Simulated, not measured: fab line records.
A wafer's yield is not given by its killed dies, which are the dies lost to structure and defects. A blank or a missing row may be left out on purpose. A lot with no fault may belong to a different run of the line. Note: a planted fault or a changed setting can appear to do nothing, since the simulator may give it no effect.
Matching of chambers || flow n5_finfet || N5_BEOL_M14_DESCUM_15 on rie_diel-06: 4 sister chambers
The step chemistry O2, time 7.9 s. 7 wafers are shown with their chamber, then 7 later ones without.

WAFERS, EACH WITH ITS CHAMBER
{"wafer": "L075.2", "chamber": 0, "throttle_valve_pct (%)": 20.16, "oes_product_au (a.u.)": 0.82}
{"wafer": "L075.6", "chamber": 0, "throttle_valve_pct (%)": 20.14, "oes_product_au (a.u.)": 0.81}
{"wafer": "L080.3", "chamber": 3, "throttle_valve_pct (%)": 20.24, "oes_product_au (a.u.)": 0.96}
{"wafer": "L087.2", "chamber": 2, "throttle_valve_pct (%)": 20.81, "oes_product_au (a.u.)": 0.76}
{"wafer": "L087.5", "chamber": 1, "throttle_valve_pct (%)": 20.08, "oes_product_au (a.u.)": 0.94}
{"wafer": "L088.1", "chamber": 2, "throttle_valve_pct (%)": 20.82, "oes_product_au (a.u.)": 0.74}
{"wafer": "L088.2", "chamber": 1, "throttle_valve_pct (%)": 20.09, "oes_product_au (a.u.)": 0.92}

WAFERS WITH NO CHAMBER GIVEN
{"wafer": "L088.4", "throttle_valve_pct (%)": 20.27, "oes_product_au (a.u.)": 0.87}
{"wafer": "L097.1", "throttle_valve_pct (%)": 20.83, "oes_product_au (a.u.)": 0.74}
{"wafer": "L097.2", "throttle_valve_pct (%)": 20.23, "oes_product_au (a.u.)": 0.77}
{"wafer": "L097.3", "throttle_valve_pct (%)": 20.11, "oes_product_au (a.u.)": 0.91}
{"wafer": "L097.4", "throttle_valve_pct (%)": 20.30, "oes_product_au (a.u.)": 0.87}
{"wafer": "L097.5", "throttle_valve_pct (%)": 20.10, "oes_product_au (a.u.)": 0.92}
{"wafer": "L097.6", "throttle_valve_pct (%)": 20.84, "oes_product_au (a.u.)": 0.75}

WHICH CHAMBER EACH WENT THROUGH
{"wafer": "L088.4", "from the rows above": 3, "in truth": 3}
{"wafer": "L097.1", "from the rows above": 2, "in truth": 2}
{"wafer": "L097.2", "from the rows above": 0, "in truth": 0}
{"wafer": "L097.3", "from the rows above": 1, "in truth": 1}
{"wafer": "L097.4", "from the rows above": 3, "in truth": 3}
{"wafer": "L097.5", "from the rows above": 1, "in truth": 1}
{"wafer": "L097.6", "from the rows above": 2, "in truth": 2}
Correctly placed: 7 of 7. Not placeable from these rows: 0. Number placed wrongly: 0.
How it was worked out, from the rows above alone: a wafer's distance from a chamber is the root of the sum, over the readings, of the square of ((its reading less the chamber's mean) divided by the reading's scatter). If the next closest chamber is less than 2 further off than the closest, the wafer can't be placed; otherwise it belongs to the closest. The mean given for a chamber averages the wafers shown for that chamber. The scatter is the square root of a quotient: the sum, over the shown wafers, of each reading's squared deviation from its chamber's mean, divided by wafers minus chambers.
